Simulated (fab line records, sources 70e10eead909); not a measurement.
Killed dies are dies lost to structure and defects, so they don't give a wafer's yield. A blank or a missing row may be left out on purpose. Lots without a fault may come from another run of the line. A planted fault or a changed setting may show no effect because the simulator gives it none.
Chamber matching | flow nand_harc | NHARC_P_M0_DESCUM_14 on rie_diel-12: 4 sister chambers
The step chemistry O2, time 3 s. 24 wafers are shown with their chamber, then 12 later ones without.

WAFERS WITH THEIR CHAMBER
wafer  | chamber | drypump_motor_current_A (A) | showerhead_plenum_p_Torr (Torr) | oes_product_au (a.u.)
L074.1 | 1       | 6.2                         | 1.94                            | 0.990
L074.3 | 0       | 5.8                         | 1.96                            | 0.991
L074.4 | 3       | 5.8                         | 1.80                            | 0.997
L075.3 | 2       | 5.2                         | 1.91                            | 1.004
L075.4 | 3       | 5.8                         | 1.80                            | 0.993
L075.6 | 1       | 6.2                         | 1.94                            | 0.987
L080.1 | 2       | 5.2                         | 1.91                            | 1.002
L080.3 | 0       | 5.8                         | 1.96                            | 0.998
L080.6 | 1       | 6.2                         | 1.94                            | 0.996
L083.2 | 1       | 6.3                         | 1.94                            | 0.999
L083.4 | 3       | 5.8                         | 1.80                            | 1.006
L083.5 | 0       | 5.8                         | 1.96                            | 1.000
L084.1 | 2       | 5.2                         | 1.91                            | 0.998
L084.3 | 0       | 5.8                         | 1.96                            | 0.996
L084.4 | 3       | 5.8                         | 1.80                            | 1.010
L085.2 | 1       | 6.3                         | 1.94                            | 0.993
L085.3 | 3       | 5.8                         | 1.79                            | 1.006
L085.4 | 2       | 5.2                         | 1.91                            | 1.001
L089.2 | 1       | 6.2                         | 1.93                            | 0.999
L089.5 | 2       | 5.2                         | 1.91                            | 1.002
L089.6 | 1       | 6.2                         | 1.93                            | 0.996
L092.3 | 1       | 6.2                         | 1.93                            | 1.005
L092.5 | 2       | 5.2                         | 1.90                            | 0.999
L092.6 | 3       | 5.8                         | 1.79                            | 1.012

SIGNATURES (means of the wafers above)
reading                  | chamber 0 | chamber 1 | chamber 2 | chamber 3 | scatter within a chamber
drypump_motor_current_A  | 5.800     | 6.225     | 5.200     | 5.800     | 0.0274
showerhead_plenum_p_Torr | 1.9600    | 1.9363    | 1.9083    | 1.7967    | 0.0045
oes_product_au           | 0.99625   | 0.99562   | 1.00100   | 1.00400   | 0.00534
Rule: a wafer's distance from a chamber is the root of the sum, over the readings, of the square of ((its reading less the chamber's mean) divided by the reading's scatter). The wafer belongs to the nearest chamber; if the next one is less than 2 further off, it can't be placed. The scatter: the root of (the sum of the squares of (reading less its chamber's mean) over the shown wafers, divided by (wafers less chambers)).

WAFERS WITHOUT THEIR CHAMBER
wafer  | drypump_motor_current_A (A) | showerhead_plenum_p_Torr (Torr) | oes_product_au (a.u.)
L094.1 | 5.8                         | 1.95                            | 1.010
L094.2 | 6.3                         | 1.93                            | 1.001
L094.3 | 5.2                         | 1.90                            | 0.997
L096.2 | 5.8                         | 1.95                            | 0.987
L096.4 | 6.2                         | 1.93                            | 1.002
L096.5 | 5.2                         | 1.90                            | 0.984
L095.2 | 6.3                         | 1.93                            | 0.999
L095.4 | 5.2                         | 1.90                            | 0.993
L095.5 | 5.8                         | 1.95                            | 1.001
L097.1 | 5.8                         | 1.79                            | 1.011
L097.5 | 5.8                         | 1.95                            | 0.994
L097.6 | 6.3                         | 1.93                            | 1.007

WHICH CHAMBER EACH WENT THROUGH
wafer  | from the rows above | in truth
L094.1 | 0                   | 0
L094.2 | 1                   | 1
L094.3 | 2                   | 2
L096.2 | 0                   | 0
L096.4 | 1                   | 1
L096.5 | 2                   | 2
L095.2 | 1                   | 1
L095.4 | 2                   | 2
L095.5 | 0                   | 0
L097.1 | 3                   | 3
L097.5 | 0                   | 0
L097.6 | 1                   | 1
Placed correctly: 12 of 12. Can't be placed from these rows: 0. Placed wrongly: 0.
